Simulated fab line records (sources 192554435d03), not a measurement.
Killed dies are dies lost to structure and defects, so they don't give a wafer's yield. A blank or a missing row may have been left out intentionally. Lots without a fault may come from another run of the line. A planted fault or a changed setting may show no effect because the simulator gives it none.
Matching of chambers    flow n5 finfet    N5_GATE_CUT_SAC_CAP_01 on ald sin-02 has 4 sister chambers
The step material SiNx, target thk 24 nm, pulse time 1 s, ald cycles 480. 8 wafers are shown with their chamber, then 10 later ones without.

== WAFERS WITH THEIR CHAMBER ==
wafer   chamber  heater power w (W)  precursor pulse height rel
L075.6  3        758                 1.047
L079.1  3        752                 0.999
L079.5  1        858                 1.007
L082.3  0        772                 0.986
L082.4  1        856                 1.013
L082.6  2        988                 1.014
L084.1  0        745                 0.990
L084.3  2        999                 0.968

== WAFERS MISSING THEIR CHAMBER ==
wafer   heater power w (W)  precursor pulse height rel
L084.5  744                 1.029
L093.2  774                 1.030
L093.4  1001                1.021
L093.6  781                 1.002
L094.1  762                 0.987
L094.2  996                 1.035
L094.3  785                 1.006
L097.1  762                 1.006
L097.3  853                 1.012
L097.6  764                 0.985

== THE CHAMBER EACH PASSED THROUGH ==
wafer   from the rows above      in truth
L084.5  can't be placed: 3 or 0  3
L093.2  can't be placed: 3 or 0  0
L093.4  2                        2
L093.6  can't be placed: 0 or 3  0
L094.1  can't be placed: 0 or 3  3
L094.2  2                        2
L094.3  can't be placed: 0 or 3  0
L097.1  can't be placed: 0 or 3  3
L097.3  1                        1
L097.6  can't be placed: 0 or 3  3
Correct placement for 3 of the 10. Not placeable from these rows: 7 (in 7, the candidates include the true chamber). Number placed wrongly: 0.
How it was worked out, from the rows above alone: a wafer's distance from a chamber is the root of the sum, over the readings, of the square of ((its reading less the chamber's mean) divided by the reading's scatter). If the next closest chamber is less than 2 further off than the closest, the wafer can't be placed; otherwise it belongs to the closest. The mean given for a chamber averages the wafers shown for that chamber. The scatter is the square root of a quotient: the sum, over the shown wafers, of each reading's squared deviation from its chamber's mean, divided by wafers minus chambers.
